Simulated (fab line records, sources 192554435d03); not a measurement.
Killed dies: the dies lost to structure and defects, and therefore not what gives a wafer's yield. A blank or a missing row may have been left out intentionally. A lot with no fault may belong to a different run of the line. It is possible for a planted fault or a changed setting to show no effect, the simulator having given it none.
The tool behind it: which one? :: flow n5Finfet :: 24 lots, 72 wafers sampled, at 6 steps of a route of 1938

## WHAT EACH GAUGE READ, for each wafer
The record lacks any reading of a measuring or inspecting step that a usual standard deviation could be used to judge.

## WHICH TOOL RAN EACH LOT (tool, then ch and the chambers of the sampled wafers, then the start)
lot: L074
N5_BEOL_M1_ANNEAL_80: pvdSputter-02, day 6 07:01
N5_BEOL_M1_SPUTTER_81: pvdSputter-02, day 6 07:09
N5_BEOL_M1_ANNEAL_82: pvdSputter-02, day 6 07:14
N5_BEOL_M1_ANNEAL_91: pvdSputter-02, day 6 07:53
N5_BEOL_M1_SPUTTER_92: pvdSputter-02, day 6 08:02
N5_BEOL_M1_ANNEAL_93: pvdSputter-02, day 6 08:07

lot: L076
N5_BEOL_M1_ANNEAL_80: pvdSputter-03, day 6 12:59
N5_BEOL_M1_SPUTTER_81: pvdSputter-03, day 6 13:07
N5_BEOL_M1_ANNEAL_82: pvdSputter-03, day 6 13:12
N5_BEOL_M1_ANNEAL_91: pvdSputter-03, day 6 13:52
N5_BEOL_M1_SPUTTER_92: pvdSputter-03, day 6 14:00
N5_BEOL_M1_ANNEAL_93: pvdSputter-03, day 6 14:05

lot: L075
N5_BEOL_M1_ANNEAL_80: pvdSputter-02, day 6 21:26
N5_BEOL_M1_SPUTTER_81: pvdSputter-02, day 6 21:35
N5_BEOL_M1_ANNEAL_82: pvdSputter-02, day 6 21:40
N5_BEOL_M1_ANNEAL_91: pvdSputter-02, day 6 22:19
N5_BEOL_M1_SPUTTER_92: pvdSputter-02, day 6 22:28
N5_BEOL_M1_ANNEAL_93: pvdSputter-02, day 6 22:32

lot: L077
N5_BEOL_M1_ANNEAL_80: pvdSputter-02, day 7 03:34
N5_BEOL_M1_SPUTTER_81: pvdSputter-02, day 7 03:43
N5_BEOL_M1_ANNEAL_82: pvdSputter-02, day 7 03:47
N5_BEOL_M1_ANNEAL_91: pvdSputter-02, day 7 04:27
N5_BEOL_M1_SPUTTER_92: pvdSputter-02, day 7 04:35
N5_BEOL_M1_ANNEAL_93: pvdSputter-02, day 7 04:40

lot: L078
N5_BEOL_M1_ANNEAL_80: pvdSputter-02, day 7 21:23
N5_BEOL_M1_SPUTTER_81: pvdSputter-02, day 7 21:32
N5_BEOL_M1_ANNEAL_82: pvdSputter-02, day 7 21:37
N5_BEOL_M1_ANNEAL_91: pvdSputter-02, day 7 22:16
N5_BEOL_M1_SPUTTER_92: pvdSputter-02, day 7 22:25
N5_BEOL_M1_ANNEAL_93: pvdSputter-02, day 7 22:29

lot: L079
N5_BEOL_M1_ANNEAL_80: pvdSputter-03, day 7 21:41
N5_BEOL_M1_SPUTTER_81: pvdSputter-03, day 7 21:49
N5_BEOL_M1_ANNEAL_82: pvdSputter-03, day 7 21:54
N5_BEOL_M1_ANNEAL_91: pvdSputter-03, day 7 22:34
N5_BEOL_M1_SPUTTER_92: pvdSputter-03, day 7 22:42
N5_BEOL_M1_ANNEAL_93: pvdSputter-03, day 7 22:47

lot: L080
N5_BEOL_M1_ANNEAL_80: pvdSputter-01, day 7 22:10
N5_BEOL_M1_SPUTTER_81: pvdSputter-01, day 7 22:26
N5_BEOL_M1_ANNEAL_82: pvdSputter-01, day 7 22:36
N5_BEOL_M1_ANNEAL_91: pvdSputter-01, day 7 23:55
N5_BEOL_M1_SPUTTER_92: pvdSputter-01, day 8 00:12
N5_BEOL_M1_ANNEAL_93: pvdSputter-01, day 8 00:22

lot: L083
N5_BEOL_M1_ANNEAL_80: pvdSputter-01, day 8 14:34
N5_BEOL_M1_SPUTTER_81: pvdSputter-01, day 8 14:51
N5_BEOL_M1_ANNEAL_82: pvdSputter-01, day 8 15:01
N5_BEOL_M1_ANNEAL_91: pvdSputter-01, day 8 16:20
N5_BEOL_M1_SPUTTER_92: pvdSputter-01, day 8 16:37
N5_BEOL_M1_ANNEAL_93: pvdSputter-01, day 8 16:46

lot: L081
N5_BEOL_M1_ANNEAL_80: pvdSputter-01, day 8 21:17
N5_BEOL_M1_SPUTTER_81: pvdSputter-01, day 8 21:34
N5_BEOL_M1_ANNEAL_82: pvdSputter-01, day 8 21:44
N5_BEOL_M1_ANNEAL_91: pvdSputter-01, day 8 23:03
N5_BEOL_M1_SPUTTER_92: pvdSputter-01, day 8 23:20
N5_BEOL_M1_ANNEAL_93: pvdSputter-01, day 8 23:29

lot: L082
N5_BEOL_M1_ANNEAL_80: pvdSputter-03, day 8 22:35
N5_BEOL_M1_SPUTTER_81: pvdSputter-03, day 8 22:43
N5_BEOL_M1_ANNEAL_82: pvdSputter-03, day 8 22:48
N5_BEOL_M1_ANNEAL_91: pvdSputter-03, day 8 23:28
N5_BEOL_M1_SPUTTER_92: pvdSputter-03, day 8 23:36
N5_BEOL_M1_ANNEAL_93: pvdSputter-03, day 8 23:41

lot: L084
N5_BEOL_M1_ANNEAL_80: pvdSputter-02, day 9 00:57
N5_BEOL_M1_SPUTTER_81: pvdSputter-02, day 9 01:05
N5_BEOL_M1_ANNEAL_82: pvdSputter-02, day 9 01:10
N5_BEOL_M1_ANNEAL_91: pvdSputter-02, day 9 01:50
N5_BEOL_M1_SPUTTER_92: pvdSputter-02, day 9 01:58
N5_BEOL_M1_ANNEAL_93: pvdSputter-02, day 9 02:03

lot: L085
N5_BEOL_M1_ANNEAL_80: pvdSputter-03, day 9 01:06
N5_BEOL_M1_SPUTTER_81: pvdSputter-03, day 9 01:14
N5_BEOL_M1_ANNEAL_82: pvdSputter-03, day 9 01:19
N5_BEOL_M1_ANNEAL_91: pvdSputter-03, day 9 01:59
N5_BEOL_M1_SPUTTER_92: pvdSputter-03, day 9 02:07
N5_BEOL_M1_ANNEAL_93: pvdSputter-03, day 9 02:12

lot: L086
N5_BEOL_M1_ANNEAL_80: pvdSputter-03, day 9 17:44
N5_BEOL_M1_SPUTTER_81: pvdSputter-03, day 9 17:52
N5_BEOL_M1_ANNEAL_82: pvdSputter-03, day 9 17:57
N5_BEOL_M1_ANNEAL_91: pvdSputter-03, day 9 18:37
N5_BEOL_M1_SPUTTER_92: pvdSputter-03, day 9 18:45
N5_BEOL_M1_ANNEAL_93: pvdSputter-03, day 9 18:50

lot: L087
N5_BEOL_M1_ANNEAL_80: pvdSputter-01, day 9 23:08
N5_BEOL_M1_SPUTTER_81: pvdSputter-01, day 9 23:25
N5_BEOL_M1_ANNEAL_82: pvdSputter-01, day 9 23:34
N5_BEOL_M1_ANNEAL_91: pvdSputter-01, day 10 00:53
N5_BEOL_M1_SPUTTER_92: pvdSputter-01, day 10 01:10
N5_BEOL_M1_ANNEAL_93: pvdSputter-01, day 10 01:20

lot: L089
N5_BEOL_M1_ANNEAL_80: pvdSputter-02, day 10 00:33
N5_BEOL_M1_SPUTTER_81: pvdSputter-02, day 10 00:41
N5_BEOL_M1_ANNEAL_82: pvdSputter-02, day 10 00:46
N5_BEOL_M1_ANNEAL_91: pvdSputter-02, day 10 01:26
N5_BEOL_M1_SPUTTER_92: pvdSputter-02, day 10 01:34
N5_BEOL_M1_ANNEAL_93: pvdSputter-02, day 10 01:39

lot: L088
N5_BEOL_M1_ANNEAL_80: pvdSputter-02, day 10 04:02
N5_BEOL_M1_SPUTTER_81: pvdSputter-02, day 10 04:10
N5_BEOL_M1_ANNEAL_82: pvdSputter-02, day 10 04:15
N5_BEOL_M1_ANNEAL_91: pvdSputter-02, day 10 04:55
N5_BEOL_M1_SPUTTER_92: pvdSputter-02, day 10 05:03
N5_BEOL_M1_ANNEAL_93: pvdSputter-02, day 10 05:08

lot: L090
N5_BEOL_M1_ANNEAL_80: pvdSputter-01, day 10 14:37
N5_BEOL_M1_SPUTTER_81: pvdSputter-01, day 10 14:53
N5_BEOL_M1_ANNEAL_82: pvdSputter-01, day 10 15:03
N5_BEOL_M1_ANNEAL_91: pvdSputter-01, day 10 16:22
N5_BEOL_M1_SPUTTER_92: pvdSputter-01, day 10 16:39
N5_BEOL_M1_ANNEAL_93: pvdSputter-01, day 10 16:49

lot: L091
N5_BEOL_M1_ANNEAL_80: pvdSputter-03, day 10 19:25
N5_BEOL_M1_SPUTTER_81: pvdSputter-03, day 10 19:33
N5_BEOL_M1_ANNEAL_82: pvdSputter-03, day 10 19:38
N5_BEOL_M1_ANNEAL_91: pvdSputter-03, day 10 20:17
N5_BEOL_M1_SPUTTER_92: pvdSputter-03, day 10 20:26
N5_BEOL_M1_ANNEAL_93: pvdSputter-03, day 10 20:31

lot: L092
N5_BEOL_M1_ANNEAL_80: pvdSputter-01, day 10 20:17
N5_BEOL_M1_SPUTTER_81: pvdSputter-01, day 10 20:34
N5_BEOL_M1_ANNEAL_82: pvdSputter-01, day 10 20:44
N5_BEOL_M1_ANNEAL_91: pvdSputter-01, day 10 22:03
N5_BEOL_M1_SPUTTER_92: pvdSputter-01, day 10 22:20
N5_BEOL_M1_ANNEAL_93: pvdSputter-01, day 10 22:29

lot: L093
N5_BEOL_M1_ANNEAL_80: pvdSputter-01, day 11 04:39
N5_BEOL_M1_SPUTTER_81: pvdSputter-01, day 11 04:56
N5_BEOL_M1_ANNEAL_82: pvdSputter-01, day 11 05:05
N5_BEOL_M1_ANNEAL_91: pvdSputter-01, day 11 06:25
N5_BEOL_M1_SPUTTER_92: pvdSputter-01, day 11 06:41
N5_BEOL_M1_ANNEAL_93: pvdSputter-01, day 11 06:51

lot: L094
N5_BEOL_M1_ANNEAL_80: pvdSputter-02, day 11 14:26
N5_BEOL_M1_SPUTTER_81: pvdSputter-02, day 11 14:35
N5_BEOL_M1_ANNEAL_82: pvdSputter-02, day 11 14:40
N5_BEOL_M1_ANNEAL_91: pvdSputter-02, day 11 15:19
N5_BEOL_M1_SPUTTER_92: pvdSputter-02, day 11 15:28
N5_BEOL_M1_ANNEAL_93: pvdSputter-02, day 11 15:32

lot: L095
N5_BEOL_M1_ANNEAL_80: pvdSputter-03, day 11 18:31
N5_BEOL_M1_SPUTTER_81: pvdSputter-03, day 11 18:40
N5_BEOL_M1_ANNEAL_82: pvdSputter-03, day 11 18:44
N5_BEOL_M1_ANNEAL_91: pvdSputter-03, day 11 19:24
N5_BEOL_M1_SPUTTER_92: pvdSputter-03, day 11 19:32
N5_BEOL_M1_ANNEAL_93: pvdSputter-03, day 11 19:37

lot: L097
N5_BEOL_M1_ANNEAL_80: pvdSputter-03, day 12 01:30
N5_BEOL_M1_SPUTTER_81: pvdSputter-03, day 12 01:38
N5_BEOL_M1_ANNEAL_82: pvdSputter-03, day 12 01:43
N5_BEOL_M1_ANNEAL_91: pvdSputter-03, day 12 02:23
N5_BEOL_M1_SPUTTER_92: pvdSputter-03, day 12 02:31
N5_BEOL_M1_ANNEAL_93: pvdSputter-03, day 12 02:36

lot: L096
N5_BEOL_M1_ANNEAL_80: pvdSputter-02, day 12 04:20
N5_BEOL_M1_SPUTTER_81: pvdSputter-02, day 12 04:29
N5_BEOL_M1_ANNEAL_82: pvdSputter-02, day 12 04:34
N5_BEOL_M1_ANNEAL_91: pvdSputter-02, day 12 05:13
N5_BEOL_M1_SPUTTER_92: pvdSputter-02, day 12 05:22
N5_BEOL_M1_ANNEAL_93: pvdSputter-02, day 12 05:26
- N5_BEOL_M1_ANNEAL_80: time 240 s.
- N5_BEOL_M1_SPUTTER_81: material Cu, target thk 4.5 nm, time 8.29 s.
- N5_BEOL_M1_ANNEAL_82: time 240 s.
- N5_BEOL_M1_ANNEAL_91: time 240 s.
- N5_BEOL_M1_SPUTTER_92: material Cu, target thk 4.5 nm, time 8.29 s.
- N5_BEOL_M1_ANNEAL_93: time 240 s.

## AS READ BY THE TOOLS THEMSELVES (means over the sampled wafers that have a number; for cases with no such wafer, the mark the record gives instead)
N5_BEOL_M1_ANNEAL_80. Usual: heaterPowerW reads 810 W (standard deviation 89).
lot: L074
tool: pvdSputter-02
heaterPowerW (W): 856
flag: 

lot: L076
tool: pvdSputter-03
heaterPowerW (W): 843
flag: 

lot: L075
tool: pvdSputter-02
heaterPowerW (W): 866
flag: 

lot: L077
tool: pvdSputter-02
heaterPowerW (W): 773
flag: 

lot: L078
tool: pvdSputter-02
heaterPowerW (W): 869
flag: 

lot: L079
tool: pvdSputter-03
heaterPowerW (W): 902
flag: 

lot: L080
tool: pvdSputter-01
heaterPowerW (W): 777
flag: 

lot: L083
tool: pvdSputter-01
heaterPowerW (W): 833
flag: 

lot: L081
tool: pvdSputter-01
heaterPowerW (W): 831
flag: 

lot: L082
tool: pvdSputter-03
heaterPowerW (W): 857
flag: 

lot: L084
tool: pvdSputter-02
heaterPowerW (W): 766
flag: 

lot: L085
tool: pvdSputter-03
heaterPowerW (W): 828
flag: 

lot: L086
tool: pvdSputter-03
heaterPowerW (W): 865
flag: 

lot: L087
tool: pvdSputter-01
heaterPowerW (W): 831
flag: 

lot: L089
tool: pvdSputter-02
heaterPowerW (W): 774
flag: 

lot: L088
tool: pvdSputter-02
heaterPowerW (W): 847
flag: 

lot: L090
tool: pvdSputter-01
heaterPowerW (W): 775
flag: 

lot: L091
tool: pvdSputter-03
heaterPowerW (W): 876
flag: 

lot: L092
tool: pvdSputter-01
heaterPowerW (W): 759
flag: 

lot: L093
tool: pvdSputter-01
heaterPowerW (W): 769
flag: 

lot: L094
tool: pvdSputter-02
heaterPowerW (W): 847
flag: 

lot: L095
tool: pvdSputter-03
heaterPowerW (W): 831
flag: 

lot: L097
tool: pvdSputter-03
heaterPowerW (W): 813
flag: 

lot: L096
tool: pvdSputter-02
heaterPowerW (W): 862
flag: 

N5_BEOL_M1_SPUTTER_81. Usual: throttleValvePct reads 30.4 % (standard deviation 1.2).
lot: L074
tool: pvdSputter-02
throttleValvePct (%): 31.0
flag: 

lot: L076
tool: pvdSputter-03
throttleValvePct (%): 29.5
flag: 

lot: L075
tool: pvdSputter-02
throttleValvePct (%): 31.6
flag: 

lot: L077
tool: pvdSputter-02
throttleValvePct (%): 30.3
flag: 

lot: L078
tool: pvdSputter-02
throttleValvePct (%): 31.4
flag: 

lot: L079
tool: pvdSputter-03
throttleValvePct (%): 29.1
flag: 

lot: L080
tool: pvdSputter-01
throttleValvePct (%): 30.5
flag: 

lot: L083
tool: pvdSputter-01
throttleValvePct (%): 30.2
flag: 

lot: L081
tool: pvdSputter-01
throttleValvePct (%): 29.8
flag: 

lot: L082
tool: pvdSputter-03
throttleValvePct (%): 29.6
flag: 

lot: L084
tool: pvdSputter-02
throttleValvePct (%): 30.4
flag: 

lot: L085
tool: pvdSputter-03
throttleValvePct (%): 30.4
flag: 

lot: L086
tool: pvdSputter-03
throttleValvePct (%): 30.2
flag: 

lot: L087
tool: pvdSputter-01
throttleValvePct (%): 29.0
flag: 

lot: L089
tool: pvdSputter-02
throttleValvePct (%): 30.6
flag: 

lot: L088
tool: pvdSputter-02
throttleValvePct (%): 30.5
flag: 

lot: L090
tool: pvdSputter-01
throttleValvePct (%): 29.7
flag: 

lot: L091
tool: pvdSputter-03
throttleValvePct (%): 29.7
flag: 

lot: L092
tool: pvdSputter-01
throttleValvePct (%): 30.8
flag: 

lot: L093
tool: pvdSputter-01
throttleValvePct (%): 30.8
flag: 

lot: L094
tool: pvdSputter-02
throttleValvePct (%): 31.0
flag: 

lot: L095
tool: pvdSputter-03
throttleValvePct (%): 31.4
flag: 

lot: L097
tool: pvdSputter-03
throttleValvePct (%): 30.7
flag: 

lot: L096
tool: pvdSputter-02
throttleValvePct (%): 31.2
flag: 

N5_BEOL_M1_ANNEAL_82. Usual: heaterPowerW reads 810 W (standard deviation 88).
lot: L074
tool: pvdSputter-02
heaterPowerW (W): 854
flag: 

lot: L076
tool: pvdSputter-03
heaterPowerW (W): 853
flag: 

lot: L075
tool: pvdSputter-02
heaterPowerW (W): 866
flag: 

lot: L077
tool: pvdSputter-02
heaterPowerW (W): 775
flag: 

lot: L078
tool: pvdSputter-02
heaterPowerW (W): 864
flag: 

lot: L079
tool: pvdSputter-03
heaterPowerW (W): 882
flag: 

lot: L080
tool: pvdSputter-01
heaterPowerW (W): 772
flag: 

lot: L083
tool: pvdSputter-01
heaterPowerW (W): 840
flag: 

lot: L081
tool: pvdSputter-01
heaterPowerW (W): 837
flag: 

lot: L082
tool: pvdSputter-03
heaterPowerW (W): 852
flag: 

lot: L084
tool: pvdSputter-02
heaterPowerW (W): 779
flag: 

lot: L085
tool: pvdSputter-03
heaterPowerW (W): 842
flag: 

lot: L086
tool: pvdSputter-03
heaterPowerW (W): 855
flag: 

lot: L087
tool: pvdSputter-01
heaterPowerW (W): 835
flag: 

lot: L089
tool: pvdSputter-02
heaterPowerW (W): 757
flag: 

lot: L088
tool: pvdSputter-02
heaterPowerW (W): 833
flag: 

lot: L090
tool: pvdSputter-01
heaterPowerW (W): 782
flag: 

lot: L091
tool: pvdSputter-03
heaterPowerW (W): 869
flag: 

lot: L092
tool: pvdSputter-01
heaterPowerW (W): 766
flag: 

lot: L093
tool: pvdSputter-01
heaterPowerW (W): 770
flag: 

lot: L094
tool: pvdSputter-02
heaterPowerW (W): 874
flag: 

lot: L095
tool: pvdSputter-03
heaterPowerW (W): 819
flag: 

lot: L097
tool: pvdSputter-03
heaterPowerW (W): 821
flag: 

lot: L096
tool: pvdSputter-02
heaterPowerW (W): 853
flag: 

N5_BEOL_M1_ANNEAL_91. Usual: heaterPowerW reads 809 W (standard deviation 88).
lot: L074
tool: pvdSputter-02
heaterPowerW (W): 868
flag: 

lot: L076
tool: pvdSputter-03
heaterPowerW (W): 844
flag: 

lot: L075
tool: pvdSputter-02
heaterPowerW (W): 866
flag: 

lot: L077
tool: pvdSputter-02
heaterPowerW (W): 769
flag: 

lot: L078
tool: pvdSputter-02
heaterPowerW (W): 852
flag: 

lot: L079
tool: pvdSputter-03
heaterPowerW (W): 890
flag: 

lot: L080
tool: pvdSputter-01
heaterPowerW (W): 772
flag: 

lot: L083
tool: pvdSputter-01
heaterPowerW (W): 830
flag: 

lot: L081
tool: pvdSputter-01
heaterPowerW (W): 845
flag: 

lot: L082
tool: pvdSputter-03
heaterPowerW (W): 853
flag: 

lot: L084
tool: pvdSputter-02
heaterPowerW (W): 764
flag: 

lot: L085
tool: pvdSputter-03
heaterPowerW (W): 841
flag: 

lot: L086
tool: pvdSputter-03
heaterPowerW (W): 850
flag: 

lot: L087
tool: pvdSputter-01
heaterPowerW (W): 832
flag: 

lot: L089
tool: pvdSputter-02
heaterPowerW (W): 776
flag: 

lot: L088
tool: pvdSputter-02
heaterPowerW (W): 840
flag: 

lot: L090
tool: pvdSputter-01
heaterPowerW (W): 773
flag: 

lot: L091
tool: pvdSputter-03
heaterPowerW (W): 858
flag: 

lot: L092
tool: pvdSputter-01
heaterPowerW (W): 770
flag: 

lot: L093
tool: pvdSputter-01
heaterPowerW (W): 771
flag: 

lot: L094
tool: pvdSputter-02
heaterPowerW (W): 870
flag: 

lot: L095
tool: pvdSputter-03
heaterPowerW (W): 818
flag: 

lot: L097
tool: pvdSputter-03
heaterPowerW (W): 819
flag: 

lot: L096
tool: pvdSputter-02
heaterPowerW (W): 855
flag: 

N5_BEOL_M1_SPUTTER_92. Usual: throttleValvePct reads 30.3 % (standard deviation 1.1).
lot: L074
tool: pvdSputter-02
throttleValvePct (%): 31.1
flag: 

lot: L076
tool: pvdSputter-03
throttleValvePct (%): 29.3
flag: 

lot: L075
tool: pvdSputter-02
throttleValvePct (%): 31.5
flag: 

lot: L077
tool: pvdSputter-02
throttleValvePct (%): 30.5
flag: 

lot: L078
tool: pvdSputter-02
throttleValvePct (%): 31.4
flag: 

lot: L079
tool: pvdSputter-03
throttleValvePct (%): 29.2
flag: 

lot: L080
tool: pvdSputter-01
throttleValvePct (%): 30.8
flag: 

lot: L083
tool: pvdSputter-01
throttleValvePct (%): 30.1
flag: 

lot: L081
tool: pvdSputter-01
throttleValvePct (%): 30.0
flag: 

lot: L082
tool: pvdSputter-03
throttleValvePct (%): 29.4
flag: 

lot: L084
tool: pvdSputter-02
throttleValvePct (%): 30.0
flag: 

lot: L085
tool: pvdSputter-03
throttleValvePct (%): 30.4
flag: 

lot: L086
tool: pvdSputter-03
throttleValvePct (%): 30.1
flag: 

lot: L087
tool: pvdSputter-01
throttleValvePct (%): 29.2
flag: 

lot: L089
tool: pvdSputter-02
throttleValvePct (%): 30.8
flag: 

lot: L088
tool: pvdSputter-02
throttleValvePct (%): 30.5
flag: 

lot: L090
tool: pvdSputter-01
throttleValvePct (%): 29.8
flag: 

lot: L091
tool: pvdSputter-03
throttleValvePct (%): 29.5
flag: 

lot: L092
tool: pvdSputter-01
throttleValvePct (%): 30.7
flag: 

lot: L093
tool: pvdSputter-01
throttleValvePct (%): 30.7
flag: 

lot: L094
tool: pvdSputter-02
throttleValvePct (%): 31.1
flag: 

lot: L095
tool: pvdSputter-03
throttleValvePct (%): 31.2
flag: 

lot: L097
tool: pvdSputter-03
throttleValvePct (%): 30.6
flag: 

lot: L096
tool: pvdSputter-02
throttleValvePct (%): 31.3
flag: 

N5_BEOL_M1_ANNEAL_93. Usual: heaterPowerW reads 808 W (standard deviation 86).
lot: L074
tool: pvdSputter-02
heaterPowerW (W): 855
flag: 

lot: L076
tool: pvdSputter-03
heaterPowerW (W): 840
flag: 

lot: L075
tool: pvdSputter-02
heaterPowerW (W): 869
flag: 

lot: L077
tool: pvdSputter-02
heaterPowerW (W): 763
flag: 

lot: L078
tool: pvdSputter-02
heaterPowerW (W): 871
flag: 

lot: L079
tool: pvdSputter-03
heaterPowerW (W): 880
flag: 

lot: L080
tool: pvdSputter-01
heaterPowerW (W): 769
flag: 

lot: L083
tool: pvdSputter-01
heaterPowerW (W): 831
flag: 

lot: L081
tool: pvdSputter-01
heaterPowerW (W): 843
flag: 

lot: L082
tool: pvdSputter-03
heaterPowerW (W): 850
flag: 

lot: L084
tool: pvdSputter-02
heaterPowerW (W): 760
flag: 

lot: L085
tool: pvdSputter-03
heaterPowerW (W): 836
flag: 

lot: L086
tool: pvdSputter-03
heaterPowerW (W): 862
flag: 

lot: L087
tool: pvdSputter-01
heaterPowerW (W): 826
flag: 

lot: L089
tool: pvdSputter-02
heaterPowerW (W): 775
flag: 

lot: L088
tool: pvdSputter-02
heaterPowerW (W): 848
flag: 

lot: L090
tool: pvdSputter-01
heaterPowerW (W): 771
flag: 

lot: L091
tool: pvdSputter-03
heaterPowerW (W): 859
flag: 

lot: L092
tool: pvdSputter-01
heaterPowerW (W): 763
flag: 

lot: L093
tool: pvdSputter-01
heaterPowerW (W): 777
flag: 

lot: L094
tool: pvdSputter-02
heaterPowerW (W): 844
flag: 

lot: L095
tool: pvdSputter-03
heaterPowerW (W): 826
flag: 

lot: L097
tool: pvdSputter-03
heaterPowerW (W): 816
flag: 

lot: L096
tool: pvdSputter-02
heaterPowerW (W): 867
flag: 

## THE ANSWER, worked out from the rows above alone
Rule: a lot counts as off when the mean over its wafers that have a number is more than 3 standard deviations away from the usual mean. Also off: a lot with no number at a reading for which 4 or more lots have one. All remaining lots with rows at the step are treated as sound. The gauges are gone through in route order, then the tools' own readings, and for those a lot's mean is taken as printed above. The first step at which some lot is off is used, and at that step the reading that is off furthest; a lot without a number counts as furthest.
No lot is off at any reading shown: from this, nothing can be told.

## WHAT THE SIMULATOR HAD INSERTED
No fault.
